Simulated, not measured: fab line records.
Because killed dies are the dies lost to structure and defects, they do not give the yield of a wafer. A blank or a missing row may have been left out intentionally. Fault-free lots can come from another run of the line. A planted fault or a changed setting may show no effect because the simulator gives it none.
fab line records / flow nand_harc / part 2 of 2: steps 20 to 27 of 27
[record] lots = 5 wafers = 15 last_day = 23
route steps=1159 shown A_CONTACT@854
lots that met no fault: taken from a fault-free run of the same line
start_h: hours from the record's first day to the start of the lot's first wafer shown / wait_h: hours elapsed since this lot's preceding step / " same as the row above / L1.1+2: a single row standing in for several wafers / - no value, or no start was given / * or withheld: withheld / < > ~ a bound
route shown NAME@n: a module of which the file shows steps, and the number in the route of the first / usual: mean/standard deviation taken from wafers without a fault / same: alike in all rows / chamber/n: place in a boat / sites: readings site by site / _std_site: the values' standard deviation / _edge_site: outer sites' mean less inner sites' / radius_mm: for every site, how far away it sits from the centre of the wafer / mask NAME#n: copy n / behind: the tool/chamber that last shaped the wafer / hold: reason for holding the lot/hours on hold/outcome of the hold / device: transistor that didn't switch, given as n, p or np / end of line: at the end of the route, the tests of the same wafers / step lacking rows: just its recipe / killed: count of dies lost to structure and defects at first sort (not the wafer's yield) / map: per-die view of a wafer (x killed, . not killed, _ where there is no die)
set.NAME: the run value of the setting; set.NAME@STEP: its run value at that earlier step / model.NAME: the simulator's own value behind a step, which no gauge read
lots at selected steps of the route; one table per step, one row per wafer
services: from which hour (start_h, from the record's first day; less than 0 if before it) a tool's chamber was out of use, for how many hours, and why
[[steps]]
[step NHARC_A_CONTACT_ETCH_122]
[recipe] source_w = withheld pressure_mtorr = 20 bias_v = 3000 time_s = 95 target_depth_a = 9300 ar_flow_sccm = withheld c4f8_flow_sccm = withheld o2_flow_sccm = withheld chemistry = C4F8/O2/Ar
lot.wafer=L077.2 tool=har_cap_etch-01 chamber=0 start_h=399.05 wait_h=0.1 rf_hours_counter_h=62
lot.wafer=L077.4 tool=har_cap_etch-01 chamber=1 start_h=399.05 wait_h=0.1 rf_hours_counter_h=-
lot.wafer=L077.6 tool=har_cap_etch-01 chamber=0 start_h=399.05 wait_h=0.1 rf_hours_counter_h=-
lot.wafer=L079.4 tool=har_cap_etch-03 chamber=1 start_h=404.50 wait_h=0.1 rf_hours_counter_h=-
lot.wafer=L079.3 tool=har_cap_etch-03 chamber=0 start_h=404.50 wait_h=0.1 rf_hours_counter_h=-
lot.wafer=L079.5 tool=har_cap_etch-03 chamber=1 start_h=404.50 wait_h=0.1 rf_hours_counter_h=-
lot.wafer=L080.4 tool=har_cap_etch-02 chamber=0 start_h=416.88 wait_h=0.1 rf_hours_counter_h=-
lot.wafer=L080.6 tool=har_cap_etch-02 chamber=1 start_h=416.88 wait_h=0.1 rf_hours_counter_h=-
lot.wafer=L080.5 tool=har_cap_etch-02 chamber=0 start_h=416.88 wait_h=0.1 rf_hours_counter_h=-
lot.wafer=L087.2 tool=har_cap_etch-01 chamber=0 start_h=464.47 wait_h=0.1 rf_hours_counter_h=70
lot.wafer=L087.1 tool=har_cap_etch-01 chamber=1 start_h=464.47 wait_h=0.1 rf_hours_counter_h=70
lot.wafer=L087.3 tool=har_cap_etch-01 chamber=0 start_h=464.47 wait_h=0.1 rf_hours_counter_h=-
lot.wafer=L085.2 tool=har_cap_etch-01 chamber=0 start_h=473.08 wait_h=0.1 rf_hours_counter_h=72
lot.wafer=L085.1 tool=har_cap_etch-01 chamber=1 start_h=473.08 wait_h=0.1 rf_hours_counter_h=72
lot.wafer=L085.3 tool=har_cap_etch-01 chamber=0 start_h=473.08 wait_h=0.1 rf_hours_counter_h=-
[step NHARC_A_CONTACT_ETCH_123]
[recipe] source_w = withheld pressure_mtorr = 20 bias_v = 400 time_s = 253 target_depth_a = 10900 ar_flow_sccm = withheld c4f8_flow_sccm = 11.5 o2_flow_sccm = 7.2 chemistry = C4F8/O2/Ar
lot.wafer=L077.2 tool=har_cap_etch-01 chamber=0 start_h=399.14 wait_h=0.1 rf_hours_counter_h=62
lot.wafer=L077.4 tool=har_cap_etch-01 chamber=1 start_h=399.14 wait_h=0.1 rf_hours_counter_h=-
lot.wafer=L077.6 tool=har_cap_etch-01 chamber=0 start_h=399.14 wait_h=0.1 rf_hours_counter_h=-
lot.wafer=L079.4 tool=har_cap_etch-03 chamber=1 start_h=404.67 wait_h=0.2 rf_hours_counter_h=-
lot.wafer=L079.3 tool=har_cap_etch-03 chamber=0 start_h=404.67 wait_h=0.2 rf_hours_counter_h=-
lot.wafer=L079.5 tool=har_cap_etch-03 chamber=1 start_h=404.67 wait_h=0.2 rf_hours_counter_h=-
lot.wafer=L080.4 tool=har_cap_etch-02 chamber=0 start_h=417.09 wait_h=0.2 rf_hours_counter_h=-
lot.wafer=L080.6 tool=har_cap_etch-02 chamber=1 start_h=417.09 wait_h=0.2 rf_hours_counter_h=-
lot.wafer=L080.5 tool=har_cap_etch-02 chamber=0 start_h=417.09 wait_h=0.2 rf_hours_counter_h=-
lot.wafer=L087.2 tool=har_cap_etch-01 chamber=0 start_h=464.56 wait_h=0.1 rf_hours_counter_h=70
lot.wafer=L087.1 tool=har_cap_etch-01 chamber=1 start_h=464.56 wait_h=0.1 rf_hours_counter_h=70
lot.wafer=L087.3 tool=har_cap_etch-01 chamber=0 start_h=464.56 wait_h=0.1 rf_hours_counter_h=-
lot.wafer=L085.2 tool=har_cap_etch-01 chamber=0 start_h=473.17 wait_h=0.1 rf_hours_counter_h=72
lot.wafer=L085.1 tool=har_cap_etch-01 chamber=1 start_h=473.17 wait_h=0.1 rf_hours_counter_h=72
lot.wafer=L085.3 tool=har_cap_etch-01 chamber=0 start_h=473.17 wait_h=0.1 rf_hours_counter_h=-
[step NHARC_A_CONTACT_ETCH_90]
[recipe] target_depth_a = 400 over_etch_frac = 0.5 time_s = 85.7 ion_energy_ev = 120 ch3f_flow_sccm = 50 o2_flow_sccm = 30 ar_flow_sccm = 200 rf_w = 500 bias_w = 100 chemistry = CH3F/O2
[usual] drypump_motor_current_A = 5.7/0.38 oes_product_au = 0.95/0.031 rf_fwd_power_W = 496.3/1.9 rf_vpp_V = 244.9/1.5 showerhead_plenum_p_Torr = 2.49/0.092 throttle_valve_pct = 20.663/0.0092
lot.wafer=L077.2 tool=rie_diel-04 chamber=0 start_h=399.76 wait_h=0.6 drypump_motor_current_A=6.0 oes_product_au=0.93 rf_fwd_power_W=495.7 rf_hours_counter_h=41 rf_vpp_V=245.8 showerhead_plenum_p_Torr=2.50 throttle_valve_pct=20.671
lot.wafer=L077.4 tool=rie_diel-04 chamber=2 start_h=399.76 wait_h=0.6 drypump_motor_current_A=5.6 oes_product_au=0.92 rf_fwd_power_W=497.6 rf_hours_counter_h=43 rf_vpp_V=244.5 showerhead_plenum_p_Torr=2.38 throttle_valve_pct=20.662
lot.wafer=L077.6 tool=rie_diel-04 chamber=0 start_h=399.76 wait_h=0.6 drypump_motor_current_A=6.0 oes_product_au=0.93 rf_fwd_power_W=494.3 rf_hours_counter_h=- rf_vpp_V=245.0 showerhead_plenum_p_Torr=2.50 throttle_valve_pct=20.656
lot.wafer=L079.4 tool=rie_diel-11 chamber=0 start_h=405.19 wait_h=0.5 drypump_motor_current_A=5.3 oes_product_au=0.99 rf_fwd_power_W=494.6 rf_hours_counter_h=8 rf_vpp_V=244.7 showerhead_plenum_p_Torr=2.44 throttle_valve_pct=20.654
lot.wafer=L079.3 tool=rie_diel-11 chamber=1 start_h=405.19 wait_h=0.5 drypump_motor_current_A=5.5 oes_product_au=0.99 rf_fwd_power_W=493.1 rf_hours_counter_h=8 rf_vpp_V=244.8 showerhead_plenum_p_Torr=2.50 throttle_valve_pct=20.657
lot.wafer=L079.5 tool=rie_diel-11 chamber=2 start_h=405.19 wait_h=0.5 drypump_motor_current_A=6.0 oes_product_au=1.00 rf_fwd_power_W=495.4 rf_hours_counter_h=- rf_vpp_V=246.7 showerhead_plenum_p_Torr=2.61 throttle_valve_pct=20.664
lot.wafer=L080.4 tool=rie_diel-04 chamber=0 start_h=417.55 wait_h=0.4 drypump_motor_current_A=5.9 oes_product_au=0.94 rf_fwd_power_W=495.6 rf_hours_counter_h=50 rf_vpp_V=245.5 showerhead_plenum_p_Torr=2.50 throttle_valve_pct=20.657
lot.wafer=L080.6 tool=rie_diel-04 chamber=2 start_h=417.55 wait_h=0.4 drypump_motor_current_A=5.7 oes_product_au=0.93 rf_fwd_power_W=498.4 rf_hours_counter_h=- rf_vpp_V=243.9 showerhead_plenum_p_Torr=2.38 throttle_valve_pct=20.677
lot.wafer=L080.5 tool=rie_diel-04 chamber=3 start_h=417.55 wait_h=0.4 drypump_motor_current_A=6.2 oes_product_au=0.94 rf_fwd_power_W=496.0 rf_hours_counter_h=- rf_vpp_V=244.2 showerhead_plenum_p_Torr=2.46 throttle_valve_pct=20.659
lot.wafer=L087.2 tool=rie_diel-03 chamber=2 start_h=465.17 wait_h=0.6 drypump_motor_current_A=5.4 oes_product_au=1.00 rf_fwd_power_W=497.3 rf_hours_counter_h=9 rf_vpp_V=245.2 showerhead_plenum_p_Torr=2.54 throttle_valve_pct=20.666
lot.wafer=L087.1 tool=rie_diel-03 chamber=3 start_h=465.17 wait_h=0.6 drypump_motor_current_A=6.4 oes_product_au=1.00 rf_fwd_power_W=499.5 rf_hours_counter_h=9 rf_vpp_V=245.5 showerhead_plenum_p_Torr=2.53 throttle_valve_pct=20.664
lot.wafer=L087.3 tool=rie_diel-03 chamber=0 start_h=465.17 wait_h=0.6 drypump_motor_current_A=5.4 oes_product_au=0.99 rf_fwd_power_W=495.9 rf_hours_counter_h=10 rf_vpp_V=241.8 showerhead_plenum_p_Torr=2.31 throttle_valve_pct=20.665
lot.wafer=L085.3 tool=rie_diel-03 chamber=0 start_h=473.80 wait_h=0.5 drypump_motor_current_A=5.4 oes_product_au=0.94 rf_fwd_power_W=497.9 rf_hours_counter_h=12 rf_vpp_V=243.6 showerhead_plenum_p_Torr=2.31 throttle_valve_pct=20.679
lot.wafer=L085.1 tool=rie_diel-03 chamber=1 start_h=473.80 wait_h=0.5 drypump_motor_current_A=5.5 oes_product_au=0.93 rf_fwd_power_W=499.5 rf_hours_counter_h=10 rf_vpp_V=245.6 showerhead_plenum_p_Torr=2.61 throttle_valve_pct=20.675
lot.wafer=L085.2 tool=rie_diel-03 chamber=2 start_h=473.80 wait_h=0.5 drypump_motor_current_A=5.4 oes_product_au=0.92 rf_fwd_power_W=495.6 rf_hours_counter_h=12 rf_vpp_V=244.3 showerhead_plenum_p_Torr=2.54 throttle_valve_pct=20.660
[step NHARC_A_CONTACT_ETCH_96]
[recipe] target_depth_a = 200 over_etch_frac = 0.5 time_s = 10 ion_energy_ev = 250 c4f6_flow_sccm = 25 o2_flow_sccm = 20 ar_flow_sccm = 500 rf_w = 600 bias_w = 500 chemistry = C4F6/O2
[usual] drypump_motor_current_A = 5.7/0.36 oes_product_au = 0.961/0.024 rf_fwd_power_W = 586.6/2.6 rf_vpp_V = 547.9/2.9 showerhead_plenum_p_Torr = 3.98/0.13 throttle_valve_pct = 26.904/0.0091
lot.wafer=L077.4 tool=rie_diel-04 chamber=2 start_h=- wait_h=- drypump_motor_current_A=5.7 oes_product_au=0.924 rf_fwd_power_W=588.0 rf_hours_counter_h=43 rf_vpp_V=546.0 showerhead_plenum_p_Torr=3.81 throttle_valve_pct=26.900
lot.wafer=L077.2 tool=rie_diel-04 chamber=1 start_h=- wait_h=- drypump_motor_current_A=5.0 oes_product_au=0.944 rf_fwd_power_W=588.1 rf_hours_counter_h=42 rf_vpp_V=544.4 showerhead_plenum_p_Torr=3.86 throttle_valve_pct=26.902
lot.wafer=L077.6 tool=rie_diel-04 chamber=3 start_h=- wait_h=- drypump_motor_current_A=6.2 oes_product_au=0.961 rf_fwd_power_W=587.1 rf_hours_counter_h=- rf_vpp_V=547.8 showerhead_plenum_p_Torr=3.93 throttle_valve_pct=26.907
lot.wafer=L079.4 tool=rie_diel-11 chamber=3 start_h=- wait_h=- drypump_motor_current_A=5.9 oes_product_au=1.005 rf_fwd_power_W=585.5 rf_hours_counter_h=9 rf_vpp_V=546.9 showerhead_plenum_p_Torr=3.99 throttle_valve_pct=26.903
lot.wafer=L079.3 tool=rie_diel-11 chamber=1 start_h=- wait_h=- drypump_motor_current_A=5.6 oes_product_au=1.000 rf_fwd_power_W=582.8 rf_hours_counter_h=8 rf_vpp_V=548.9 showerhead_plenum_p_Torr=3.98 throttle_valve_pct=26.911
lot.wafer=L079.5 tool=rie_diel-11 chamber=3 start_h=- wait_h=- drypump_motor_current_A=5.9 oes_product_au=1.003 rf_fwd_power_W=587.8 rf_hours_counter_h=- rf_vpp_V=549.0 showerhead_plenum_p_Torr=3.99 throttle_valve_pct=26.910
lot.wafer=L080.4 tool=rie_diel-04 chamber=0 start_h=- wait_h=- drypump_motor_current_A=6.0 oes_product_au=0.955 rf_fwd_power_W=587.4 rf_hours_counter_h=50 rf_vpp_V=548.3 showerhead_plenum_p_Torr=3.98 throttle_valve_pct=26.904
lot.wafer=L080.6 tool=rie_diel-04 chamber=1 start_h=- wait_h=- drypump_motor_current_A=5.1 oes_product_au=0.940 rf_fwd_power_W=585.4 rf_hours_counter_h=- rf_vpp_V=545.6 showerhead_plenum_p_Torr=3.85 throttle_valve_pct=26.897
lot.wafer=L080.5 tool=rie_diel-04 chamber=2 start_h=- wait_h=- drypump_motor_current_A=5.7 oes_product_au=0.957 rf_fwd_power_W=583.9 rf_hours_counter_h=- rf_vpp_V=543.5 showerhead_plenum_p_Torr=3.80 throttle_valve_pct=26.898
lot.wafer=L087.1 tool=rie_diel-03 chamber=2 start_h=- wait_h=- drypump_motor_current_A=5.4 oes_product_au=0.991 rf_fwd_power_W=582.5 rf_hours_counter_h=10 rf_vpp_V=549.8 showerhead_plenum_p_Torr=4.04 throttle_valve_pct=26.890
lot.wafer=L087.2 tool=rie_diel-03 chamber=3 start_h=- wait_h=- drypump_motor_current_A=6.3 oes_product_au=0.997 rf_fwd_power_W=590.5 rf_hours_counter_h=10 rf_vpp_V=549.2 showerhead_plenum_p_Torr=4.04 throttle_valve_pct=26.909
lot.wafer=L087.3 tool=rie_diel-03 chamber=0 start_h=- wait_h=- drypump_motor_current_A=5.4 oes_product_au=0.996 rf_fwd_power_W=588.2 rf_hours_counter_h=10 rf_vpp_V=541.8 showerhead_plenum_p_Torr=3.70 throttle_valve_pct=26.899
lot.wafer=L085.1 tool=rie_diel-03 chamber=1 start_h=- wait_h=- drypump_motor_current_A=5.6 oes_product_au=0.962 rf_fwd_power_W=586.4 rf_hours_counter_h=10 rf_vpp_V=551.4 showerhead_plenum_p_Torr=4.15 throttle_valve_pct=26.903
lot.wafer=L085.2 tool=rie_diel-03 chamber=2 start_h=- wait_h=- drypump_motor_current_A=5.4 oes_product_au=0.946 rf_fwd_power_W=585.0 rf_hours_counter_h=12 rf_vpp_V=549.6 showerhead_plenum_p_Torr=4.04 throttle_valve_pct=26.897
lot.wafer=L085.3 tool=rie_diel-03 chamber=0 start_h=- wait_h=- drypump_motor_current_A=5.4 oes_product_au=0.947 rf_fwd_power_W=588.4 rf_hours_counter_h=12 rf_vpp_V=541.6 showerhead_plenum_p_Torr=3.70 throttle_valve_pct=26.906
[step NHARC_A_CONTACT_CD_MEAS_53]
[usual] cd_nm = 189.5/0.89
lot.wafer=L077.2 tool=cd_sem-03 chamber=- start_h=399.97 wait_h=- cd_nm=189.3
lot.wafer=L077.4 tool=cd_sem-03 chamber=- start_h=399.97 wait_h=- cd_nm=189.1
lot.wafer=L077.6 tool=cd_sem-03 chamber=- start_h=399.97 wait_h=- cd_nm=189.2
lot.wafer=L079.3 tool=cd_sem-01 chamber=- start_h=405.38 wait_h=- cd_nm=188.5
lot.wafer=L079.4 tool=cd_sem-01 chamber=- start_h=405.38 wait_h=- cd_nm=188.7
lot.wafer=L079.5 tool=cd_sem-01 chamber=- start_h=405.38 wait_h=- cd_nm=188.5
lot.wafer=L080.4 tool=cd_sem-01 chamber=- start_h=417.75 wait_h=- cd_nm=188.4
lot.wafer=L080.5 tool=cd_sem-01 chamber=- start_h=417.75 wait_h=- cd_nm=188.5
lot.wafer=L080.6 tool=cd_sem-01 chamber=- start_h=417.75 wait_h=- cd_nm=189.0
lot.wafer=L087.1 tool=cd_sem-01 chamber=- start_h=465.54 wait_h=- cd_nm=189.0
lot.wafer=L087.2 tool=cd_sem-01 chamber=- start_h=465.54 wait_h=- cd_nm=189.2
lot.wafer=L087.3 tool=cd_sem-01 chamber=- start_h=465.54 wait_h=- cd_nm=188.9
lot.wafer=L085.1 tool=cd_sem-03 chamber=- start_h=474.00 wait_h=- cd_nm=189.3
lot.wafer=L085.2 tool=cd_sem-03 chamber=- start_h=474.00 wait_h=- cd_nm=190.0
lot.wafer=L085.3 tool=cd_sem-03 chamber=- start_h=474.00 wait_h=- cd_nm=190.0
[step NHARC_A_CONTACT_STRIP_99]
[recipe] n2_flow_sccm = 150 h2_flow_sccm = 150 ar_flow_sccm = 0 bias_w = 0 chemistry = N2/H2
lot.wafer=L077.2+4+6 tool=rie_diel-04 chamber=2,0,2 start_h=400.04 wait_h=0.1
lot.wafer=L079.3+4+5 tool=rie_diel-04 chamber=1,2,0 start_h=405.47 wait_h=0.1
lot.wafer=L080.4+6+5 tool=rie_diel-04 chamber=3,2,3 start_h=417.83 wait_h=0.1
lot.wafer=L087.3+1+2 tool=rie_diel-11 chamber=2,3,0 start_h=465.62 wait_h=0.1
lot.wafer=L085.1+3+2 tool=rie_diel-03 chamber=3,0,2 start_h=474.26 wait_h=0.3
[step NHARC_A_CONTACT_STRIP_100]
[recipe] cf4_flow_sccm = 100 chf3_flow_sccm = 30 ar_flow_sccm = 0 bias_w = 0 chemistry = CF4/CHF3
lot.wafer=L077.2+4+6 tool=rie_diel-04 chamber=1,3,1 start_h=400.18 wait_h=0.1
lot.wafer=L079.4+3+5 tool=rie_diel-04 chamber=1,2,0 start_h=405.55 wait_h=0.1
lot.wafer=L080.4+5+6 tool=rie_diel-04 chamber=3,1,2 start_h=417.92 wait_h=0.1
lot.wafer=L087.3+2+1 tool=rie_diel-11 chamber=2,3,1 start_h=465.71 wait_h=0.1
lot.wafer=L085.1+3+2 tool=rie_diel-03 chamber=1,2,0 start_h=474.90 wait_h=0.6
[step NHARC_A_CONTACT_STRIP_101]
[recipe] o2_flow_sccm = 400 cos_flow_sccm = 20 ar_flow_sccm = 0 bias_w = 0 chemistry = O2/COS
lot.wafer=L077.4+2+6 tool=rie_diel-04 chamber=0,3,1 start_h=400.24 wait_h=0.0
lot.wafer=L079.4+3+5 tool=rie_diel-04 chamber=0,2,0 start_h=405.61 wait_h=0.1
lot.wafer=L080.4+6+5 tool=rie_diel-04 chamber=0,3,0 start_h=417.98 wait_h=0.1
lot.wafer=L087.3+2+1 tool=rie_diel-11 chamber=3,0,1 start_h=465.78 wait_h=0.1
lot.wafer=L085.2+3+1 tool=rie_diel-03 chamber=3,0,2 start_h=474.96 wait_h=0.0
[[services]]
tool=rie_diel-03 chamber=- start_h=392.33 hours=9.0 kind=pm
tool=rie_diel-03 chamber=0 start_h=392.33 hours=9.0 kind=vent_cycle
tool=rie_diel-03 chamber=1 start_h=392.33 hours=9.0 kind=vent_cycle
tool=rie_diel-03 chamber=2 start_h=392.33 hours=9.0 kind=vent_cycle
tool=rie_diel-03 chamber=3 start_h=392.33 hours=9.0 kind=vent_cycle
tool=rie_diel-11 chamber=2 start_h=399.95 hours=2.8 kind=repair
tool=rie_diel-03 chamber=0 start_h=401.33 hours=- kind=clean
tool=rie_diel-03 chamber=1 start_h=401.33 hours=- kind=clean
tool=rie_diel-03 chamber=2 start_h=401.33 hours=- kind=clean
tool=rie_diel-03 chamber=3 start_h=401.33 hours=- kind=clean
tool=rie_diel-03 chamber=1 start_h=413.39 hours=7.9 kind=repair
tool=rie_diel-03 chamber=0 start_h=425.85 hours=- kind=clean
tool=rie_diel-03 chamber=1 start_h=425.85 hours=- kind=clean
tool=rie_diel-03 chamber=2 start_h=425.85 hours=- kind=clean
tool=rie_diel-03 chamber=3 start_h=425.85 hours=- kind=clean
tool=har_cap_etch-01 chamber=- start_h=427.59 hours=2.5 kind=repair
tool=rie_diel-11 chamber=1 start_h=442.47 hours=8.3 kind=repair
tool=rie_diel-03 chamber=0 start_h=450.35 hours=- kind=clean
tool=rie_diel-03 chamber=1 start_h=450.35 hours=- kind=clean
tool=rie_diel-03 chamber=2 start_h=450.35 hours=- kind=clean
tool=rie_diel-03 chamber=3 start_h=450.35 hours=- kind=clean
tool=rie_diel-04 chamber=- start_h=466.06 hours=9.0 kind=pm
tool=rie_diel-03 chamber=0 start_h=474.90 hours=- kind=clean
tool=rie_diel-03 chamber=1 start_h=474.90 hours=- kind=clean
